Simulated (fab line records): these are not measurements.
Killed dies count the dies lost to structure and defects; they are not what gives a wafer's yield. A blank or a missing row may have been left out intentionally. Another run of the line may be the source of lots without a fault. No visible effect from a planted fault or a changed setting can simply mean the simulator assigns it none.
Which tool is to blame? / flow nand-harc / 66 wafers from 22 lots sampled at 2 of the route's 1159 steps

## WHAT EACH GAUGE READ, for each wafer
NHARC_A_SOURCE_PLATE_INSPECT_08.
lot=L074; measured=day 7 05:29; on=defect-inspect-02; raw-defect-count=108 98 82
lot=L077; measured=day 8 06:25; on=defect-inspect-02; raw-defect-count=99 49 92
lot=L076; measured=day 8 06:22; on=defect-inspect-01; raw-defect-count=60 67 53
lot=L078; measured=day 8 06:22; on=defect-inspect-02; raw-defect-count=32 40 36
lot=L075; measured=day 8 10:08; on=defect-inspect-01; raw-defect-count=31 42 60
lot=L079; measured=day 9 02:03; on=defect-inspect-02; raw-defect-count=30 56 35
lot=L080; measured=day 9 02:03; on=defect-inspect-01; raw-defect-count=39 64 44
lot=L082; measured=day 9 08:55; on=defect-inspect-01; raw-defect-count=45 28 56
lot=L083; measured=day 9 21:54; on=defect-inspect-01; raw-defect-count=33 31 33
lot=L087; measured=day 10 14:54; on=defect-inspect-01; raw-defect-count=92 50 80
lot=L086; measured=day 10 14:53; on=defect-inspect-01; raw-defect-count=98 82 103
lot=L084; measured=day 10 14:53; on=defect-inspect-02; raw-defect-count=98 111 74
lot=L085; measured=day 11 01:22; on=defect-inspect-02; raw-defect-count=22 25 38
lot=L088; measured=day 11 06:35; on=defect-inspect-01; raw-defect-count=41 59 41
lot=L089; measured=day 11 06:35; on=defect-inspect-02; raw-defect-count=81 64 44
lot=L090; measured=day 11 13:52; on=defect-inspect-02; raw-defect-count=54 73 33
lot=L093; measured=day 11 23:23; on=defect-inspect-01; raw-defect-count=88 93 50
lot=L092; measured=day 11 23:26; on=defect-inspect-02; raw-defect-count=66 23 43
lot=L094; measured=day 12 05:53; on=defect-inspect-01; raw-defect-count=52 46 34
lot=L096; measured=day 12 16:55; on=defect-inspect-01; raw-defect-count=58 55 70
lot=L095; measured=day 12 16:56; on=defect-inspect-02; raw-defect-count=37 93 47
lot=L097; measured=day 13 20:37; on=defect-inspect-01; raw-defect-count=38 26 58

## EACH LOT AND THE TOOL THAT RAN IT (in order: tool; ch and the chambers of the sampled wafers; start)
lot=L074; NHARC_A_ZERO_WELL_RTA_16=rtp-anneal-01 ch 0, day 6 08:48
lot=L077; NHARC_A_ZERO_WELL_RTA_16=rtp-anneal-02 ch 0, day 7 09:47
lot=L076; NHARC_A_ZERO_WELL_RTA_16=rtp-anneal-02 ch 0, day 7 10:07
lot=L078; NHARC_A_ZERO_WELL_RTA_16=rtp-anneal-02 ch 0, day 7 12:46
lot=L075; NHARC_A_ZERO_WELL_RTA_16=rtp-anneal-02 ch 0, day 7 13:29
lot=L079; NHARC_A_ZERO_WELL_RTA_16=rtp-anneal-01 ch 0, day 8 04:41
lot=L080; NHARC_A_ZERO_WELL_RTA_16=rtp-anneal-02 ch 0, day 8 06:40
lot=L082; NHARC_A_ZERO_WELL_RTA_16=rtp-anneal-01 ch 0, day 8 12:10
lot=L083; NHARC_A_ZERO_WELL_RTA_16=rtp-anneal-01 ch 0, day 9 01:20
lot=L087; NHARC_A_ZERO_WELL_RTA_16=rtp-anneal-02 ch 0, day 9 18:25
lot=L086; NHARC_A_ZERO_WELL_RTA_16=rtp-anneal-02 ch 0, day 9 19:02
lot=L084; NHARC_A_ZERO_WELL_RTA_16=rtp-anneal-01 ch 0, day 9 20:23
lot=L085; NHARC_A_ZERO_WELL_RTA_16=rtp-anneal-02 ch 0, day 10 04:04
lot=L088; NHARC_A_ZERO_WELL_RTA_16=rtp-anneal-01 ch 0, day 10 10:05
lot=L089; NHARC_A_ZERO_WELL_RTA_16=rtp-anneal-01 ch 0, day 10 10:36
lot=L090; NHARC_A_ZERO_WELL_RTA_16=rtp-anneal-01 ch 0, day 10 15:19
lot=L093; NHARC_A_ZERO_WELL_RTA_16=rtp-anneal-02 ch 0, day 11 02:50
lot=L092; NHARC_A_ZERO_WELL_RTA_16=rtp-anneal-01 ch 0, day 11 03:32
lot=L094; NHARC_A_ZERO_WELL_RTA_16=rtp-anneal-02 ch 0, day 11 09:04
lot=L096; NHARC_A_ZERO_WELL_RTA_16=rtp-anneal-01 ch 0, day 11 20:26
lot=L095; NHARC_A_ZERO_WELL_RTA_16=rtp-anneal-02 ch 0, day 11 21:06
lot=L097; NHARC_A_ZERO_WELL_RTA_16=rtp-anneal-01 ch 0, day 12 23:22
- NHARC_A_ZERO_WELL_RTA_16: time 10 s.

## AS READ BY THE TOOLS THEMSELVES (means over the sampled wafers that have a number; for cases with no such wafer, the mark the record gives instead)
NHARC_A_ZERO_WELL_RTA_16.
lot=L074; tool=rtp-anneal-01; lamp-power-pct (%)=35.0; lamp_zone_7_pct (%)=35.6; wafer_temp_C_max=1004.5
lot=L077; tool=rtp-anneal-02; lamp-power-pct (%)=31.5; lamp_zone_7_pct (%)=31.9; wafer_temp_C_max=1002.6
lot=L076; tool=rtp-anneal-02; lamp-power-pct (%)=31.5; lamp_zone_7_pct (%)=32.0; wafer_temp_C_max=1002.8
lot=L078; tool=rtp-anneal-02; lamp-power-pct (%)=31.4; lamp_zone_7_pct (%)=31.9; wafer_temp_C_max=1001.8
lot=L075; tool=rtp-anneal-02; lamp-power-pct (%)=31.4; lamp_zone_7_pct (%)=31.9; wafer_temp_C_max=1002.7
lot=L079; tool=rtp-anneal-01; lamp-power-pct (%)=35.0; lamp_zone_7_pct (%)=35.5; wafer_temp_C_max=1004.4
lot=L080; tool=rtp-anneal-02; lamp-power-pct (%)=31.5; lamp_zone_7_pct (%)=32.0; wafer_temp_C_max=1002.0
lot=L082; tool=rtp-anneal-01; lamp-power-pct (%)=35.0; lamp_zone_7_pct (%)=35.5; wafer_temp_C_max=1004.7
lot=L083; tool=rtp-anneal-01; lamp-power-pct (%)=35.0; lamp_zone_7_pct (%)=35.5; wafer_temp_C_max=1004.7
lot=L087; tool=rtp-anneal-02; lamp-power-pct (%)=31.4; lamp_zone_7_pct (%)=32.0; wafer_temp_C_max=1002.8
lot=L086; tool=rtp-anneal-02; lamp-power-pct (%)=31.4; lamp_zone_7_pct (%)=32.0; wafer_temp_C_max=1002.8
lot=L084; tool=rtp-anneal-01; lamp-power-pct (%)=35.0; lamp_zone_7_pct (%)=35.5; wafer_temp_C_max=1004.3
lot=L085; tool=rtp-anneal-02; lamp-power-pct (%)=31.4; lamp_zone_7_pct (%)=31.9; wafer_temp_C_max=1002.1
lot=L088; tool=rtp-anneal-01; lamp-power-pct (%)=35.0; lamp_zone_7_pct (%)=35.5; wafer_temp_C_max=1003.8
lot=L089; tool=rtp-anneal-01; lamp-power-pct (%)=35.0; lamp_zone_7_pct (%)=35.6; wafer_temp_C_max=1003.5
lot=L090; tool=rtp-anneal-01; lamp-power-pct (%)=34.9; lamp_zone_7_pct (%)=35.5; wafer_temp_C_max=1003.6
lot=L093; tool=rtp-anneal-02; lamp-power-pct (%)=31.4; lamp_zone_7_pct (%)=32.0; wafer_temp_C_max=1002.9
lot=L092; tool=rtp-anneal-01; lamp-power-pct (%)=35.0; lamp_zone_7_pct (%)=35.5; wafer_temp_C_max=1004.2
lot=L094; tool=rtp-anneal-02; lamp-power-pct (%)=31.4; lamp_zone_7_pct (%)=31.9; wafer_temp_C_max=1002.4
lot=L096; tool=rtp-anneal-01; lamp-power-pct (%)=35.0; lamp_zone_7_pct (%)=35.6; wafer_temp_C_max=1004.7
lot=L095; tool=rtp-anneal-02; lamp-power-pct (%)=31.5; lamp_zone_7_pct (%)=32.0; wafer_temp_C_max=1002.4
lot=L097; tool=rtp-anneal-01; lamp-power-pct (%)=34.9; lamp_zone_7_pct (%)=35.5; wafer_temp_C_max=1003.5

## THE ANSWER, worked out from the rows above alone
Rule: what is usual is taken from the lots themselves. Put in order of their means at a reading, lots are off if they are a third of the lots or fewer, leave a main group of 4 or more, and stand apart from it by a gap of 3 or more times the standard deviation of the main group's means; of several such gaps the widest counts. A main group is skipped when, at the precision printed for the reading in the tables above, its means are all equal. A lot without any number at a reading at which 4 lots or more have one is off too. The other lots that the step has rows for count as sound. Order of review: gauges by route order, followed by the tools' own readings, for which a lot's mean as printed above is used. The first step at which some lot is off is used, and at that step the reading that is off furthest; a lot without a number counts as furthest.
Nothing can be told from this: no lot is off at any reading shown.

## WHAT THE SIMULATOR PUT IN
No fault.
